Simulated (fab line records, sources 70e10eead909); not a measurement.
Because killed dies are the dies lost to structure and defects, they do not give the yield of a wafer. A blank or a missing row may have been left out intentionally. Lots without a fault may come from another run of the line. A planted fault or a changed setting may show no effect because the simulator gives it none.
fab line records / flow nand_harc
record: lots: 7 wafers: 21 last_day: 34
route steps=1302 shown P_BONDPAD@388 A_START@389 A_ZERO_WELL@390
lots that met no fault: taken from a fault-free run of the same line
start_h: the number of hours between the record's first day and the start of the first shown wafer of the lot / wait_h: how many hours have passed since the lot's step before this one / " the same as in the row above / L1.1+2: a single row standing in for several wafers / - no value present, or no start provided / * or withheld: withheld / < > ~ a bound
route shown NAME@n: NAME is a module with steps in the file, n the number in the route of the first one / usual: mean and standard deviation over wafers with no fault / same: alike in all rows / chamber/n: place in a boat / sites: readings site by site / _std_site: the standard deviation of these / _edge_site: inner sites' mean taken away from outer sites' mean / radius_mm: for every site, how far away it sits from the centre of the wafer / mask NAME#n: copy n / behind: the last tool/chamber to shape the wafer / hold: what put the lot on hold/how long, in hours/how the hold closed / device: which transistor (n, p or np) failed to switch / end of line: the route-end tests of the same wafers / a step given without rows: its recipe and nothing more / killed: not the wafer's yield, but the dies lost to structure and defects at the first sort / map: a wafer's dies, x killed, . not, _ none there
set.NAME: the setting that was run; set.NAME@STEP: the one run at that earlier step / model.NAME: the simulator's own value behind a step, which no gauge read
lots at some steps of the route; a table a step, a row a wafer
services: a tool's chamber out of use, with start hour (start_h, from the record's first day; less than 0 if before it), hours out, and reason
== steps ==
step: NHARC_P_BONDPAD_SRD_31
recipe: time_s: 30 temp_c: 23 dry_time_s: 20 spin_rpm: 1500
step: NHARC_A_START_INSPECT_01
usual: raw_defect_count: 3.4/1.9
lot.wafer=L835.3 tool=defect_inspect-02 chamber=- start_h=147.38 wait_h=- raw_defect_count=2
lot.wafer=L835.5 tool=defect_inspect-02 chamber=- start_h=147.38 wait_h=- raw_defect_count=1
lot.wafer=L835.6 tool=defect_inspect-02 chamber=- start_h=147.38 wait_h=- raw_defect_count=3
lot.wafer=L840.1 tool=defect_inspect-02 chamber=- start_h=183.48 wait_h=- raw_defect_count=9
lot.wafer=L840.3 tool=defect_inspect-02 chamber=- start_h=183.48 wait_h=- raw_defect_count=7
lot.wafer=L840.5 tool=defect_inspect-02 chamber=- start_h=183.48 wait_h=- raw_defect_count=2
lot.wafer=L839.1 tool=defect_inspect-02 chamber=- start_h=184.25 wait_h=- raw_defect_count=7
lot.wafer=L839.2 tool=defect_inspect-02 chamber=- start_h=184.25 wait_h=- raw_defect_count=0
lot.wafer=L839.4 tool=defect_inspect-02 chamber=- start_h=184.25 wait_h=- raw_defect_count=2
lot.wafer=L841.1 tool=defect_inspect-01 chamber=- start_h=206.09 wait_h=- raw_defect_count=7
lot.wafer=L841.2 tool=defect_inspect-01 chamber=- start_h=206.09 wait_h=- raw_defect_count=3
lot.wafer=L841.3 tool=defect_inspect-01 chamber=- start_h=206.09 wait_h=- raw_defect_count=3
lot.wafer=L852.3 tool=defect_inspect-02 chamber=- start_h=308.66 wait_h=- raw_defect_count=5
lot.wafer=L852.5 tool=defect_inspect-02 chamber=- start_h=308.66 wait_h=- raw_defect_count=4
lot.wafer=L852.6 tool=defect_inspect-02 chamber=- start_h=308.66 wait_h=- raw_defect_count=6
lot.wafer=L856.3 tool=defect_inspect-01 chamber=- start_h=352.31 wait_h=- raw_defect_count=0
lot.wafer=L856.4 tool=defect_inspect-01 chamber=- start_h=352.31 wait_h=- raw_defect_count=4
lot.wafer=L856.5 tool=defect_inspect-01 chamber=- start_h=352.31 wait_h=- raw_defect_count=1
lot.wafer=L858.1 tool=defect_inspect-02 chamber=- start_h=363.97 wait_h=- raw_defect_count=4
lot.wafer=L858.2 tool=defect_inspect-02 chamber=- start_h=363.97 wait_h=- raw_defect_count=4
lot.wafer=L858.6 tool=defect_inspect-02 chamber=- start_h=363.97 wait_h=- raw_defect_count=5
step: NHARC_A_ZERO_WELL_PRECLEAN_00
recipe: time_s: 600 temp_c: 120 chemistry: SPM
step: NHARC_A_ZERO_WELL_SRD_01
step: NHARC_A_ZERO_WELL_DEHYDRATE_02
recipe: temp_c: 150 time_s: 120
step: NHARC_A_ZERO_WELL_HMDS_03
recipe: time_s: 30
step: NHARC_A_ZERO_WELL_COAT_18
recipe: temp_c: 200 time_s: 65
step: NHARC_A_ZERO_WELL_COAT_04
recipe: spin_rpm: 2000 resist_thk_nm: 600
step: NHARC_A_ZERO_WELL_SOFTBAKE_05
recipe: temp_c: 125 time_s: 70
step: NHARC_A_ZERO_WELL_EBR_06
step: NHARC_A_ZERO_WELL_EXPOSE_07
recipe: na: 0.55 dose_mj: 33.85 mask_id: A_ZERO
step: NHARC_A_ZERO_WELL_PEB_08
recipe: peb_temp_c: 128 peb_time_s: 80
step: NHARC_A_ZERO_WELL_DEVELOP_09
recipe: time_s: 50 dev_temp_c: 22
usual: chill_plate_temp_C: 22.99/0.1 developer_temp_C: 21.99/0.12 exhaust_pa: 44.8/1
lot.wafer=L835.3 tool=litho_track-02 chamber=0 start_h=148 wait_h=- chill_plate_temp_C=23.15 developer_temp_C=21.93 exhaust_pa=46.1
lot.wafer=L835.5 tool=litho_track-02 chamber=0 start_h=148 wait_h=- chill_plate_temp_C=23.23 developer_temp_C=21.88 exhaust_pa=47.7
lot.wafer=L835.6 tool=litho_track-02 chamber=0 start_h=148 wait_h=- chill_plate_temp_C=22.96 developer_temp_C=22.10 exhaust_pa=46.4
lot.wafer=L840.1 tool=litho_track-05 chamber=- start_h=184 wait_h=- chill_plate_temp_C=- developer_temp_C=- exhaust_pa=-
lot.wafer=L840.3 tool=litho_track-05 chamber=- start_h=184 wait_h=- chill_plate_temp_C=- developer_temp_C=- exhaust_pa=-
lot.wafer=L840.5 tool=litho_track-05 chamber=- start_h=184 wait_h=- chill_plate_temp_C=- developer_temp_C=- exhaust_pa=-
lot.wafer=L839.1 tool=litho_track-02 chamber=- start_h=184 wait_h=- chill_plate_temp_C=- developer_temp_C=- exhaust_pa=-
lot.wafer=L839.2 tool=litho_track-02 chamber=- start_h=184 wait_h=- chill_plate_temp_C=- developer_temp_C=- exhaust_pa=-
lot.wafer=L839.4 tool=litho_track-02 chamber=- start_h=184 wait_h=- chill_plate_temp_C=- developer_temp_C=- exhaust_pa=-
lot.wafer=L841.1 tool=litho_track-02 chamber=- start_h=206 wait_h=- chill_plate_temp_C=- developer_temp_C=- exhaust_pa=-
lot.wafer=L841.2 tool=litho_track-02 chamber=- start_h=206 wait_h=- chill_plate_temp_C=- developer_temp_C=- exhaust_pa=-
lot.wafer=L841.3 tool=litho_track-02 chamber=- start_h=206 wait_h=- chill_plate_temp_C=- developer_temp_C=- exhaust_pa=-
lot.wafer=L852.3 tool=litho_track-05 chamber=0 start_h=309 wait_h=- chill_plate_temp_C=22.90 developer_temp_C=22.15 exhaust_pa=43.8
lot.wafer=L852.5 tool=litho_track-05 chamber=0 start_h=309 wait_h=- chill_plate_temp_C=22.96 developer_temp_C=22.21 exhaust_pa=45.5
lot.wafer=L852.6 tool=litho_track-05 chamber=0 start_h=309 wait_h=- chill_plate_temp_C=22.90 developer_temp_C=21.99 exhaust_pa=43.5
lot.wafer=L856.3 tool=litho_track-05 chamber=0 start_h=353 wait_h=- chill_plate_temp_C=23.05 developer_temp_C=22.24 exhaust_pa=44.3
lot.wafer=L856.4 tool=litho_track-05 chamber=0 start_h=353 wait_h=- chill_plate_temp_C=23.02 developer_temp_C=22.05 exhaust_pa=45.6
lot.wafer=L856.5 tool=litho_track-05 chamber=0 start_h=353 wait_h=- chill_plate_temp_C=22.98 developer_temp_C=22.08 exhaust_pa=45.1
lot.wafer=L858.1 tool=litho_track-07 chamber=0 start_h=364 wait_h=- chill_plate_temp_C=23.02 developer_temp_C=21.92 exhaust_pa=43.8
lot.wafer=L858.2 tool=litho_track-07 chamber=0 start_h=364 wait_h=- chill_plate_temp_C=23.09 developer_temp_C=21.95 exhaust_pa=44.4
lot.wafer=L858.6 tool=litho_track-07 chamber=0 start_h=364 wait_h=- chill_plate_temp_C=23.07 developer_temp_C=21.93 exhaust_pa=45.0
== services ==
tool=litho_track-02 chamber=- start_h=227.00 hours=7.0 kind=pm
tool=litho_track-07 chamber=- start_h=251.00 hours=7.0 kind=pm
tool=litho_track-05 chamber=- start_h=299.00 hours=7.0 kind=pm
tool=litho_track-02 chamber=- start_h=330.56 hours=- kind=consumable_replace:filter
== key ==
first_sign: step: NHARC_A_ZERO_WELL_DEVELOP_09 reading: tool_record direction: missing
effect none on later readings
met_at NHARC_A_ZERO_WELL_DEVELOP_09
struck_wafers L839.1,L839.2,L839.4,L840.1,L840.3,L840.5,L841.1,L841.2,L841.3
later_rows_left_out L839.1,L839.2,L839.4,L840.1,L840.3,L840.5,L841.1,L841.2,L841.3
sort_left_out L839.1,L839.2,L839.4,L840.1,L840.3,L840.5,L841.1,L841.2,L841.3
tester_left_out L839,L840,L841
onset_between 148 184
fault: kind: skipped_step_whole tool: litho_track-02,litho_track-05 chamber: - onset_h: 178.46 steps: NHARC_A_ZERO_WELL_DEVELOP_09 scope: struck_lots_only
tester_left_out: of these lots the tester's yield and bins aren't shown, on N5 and GAA mostly nor the transistor test; their killed dies are dies lost to structure and defects alone, not to doping, threshold or leakage, so they don't give the yield
sort_left_out: the simulated sort isn't trusted on such a fault, so these wafers' sort isn't shown, and their yield isn't known
later_rows_left_out: the simulator's readings of these wafers behind a module that went badly wrong aren't trusted and aren't shown, but for the sort
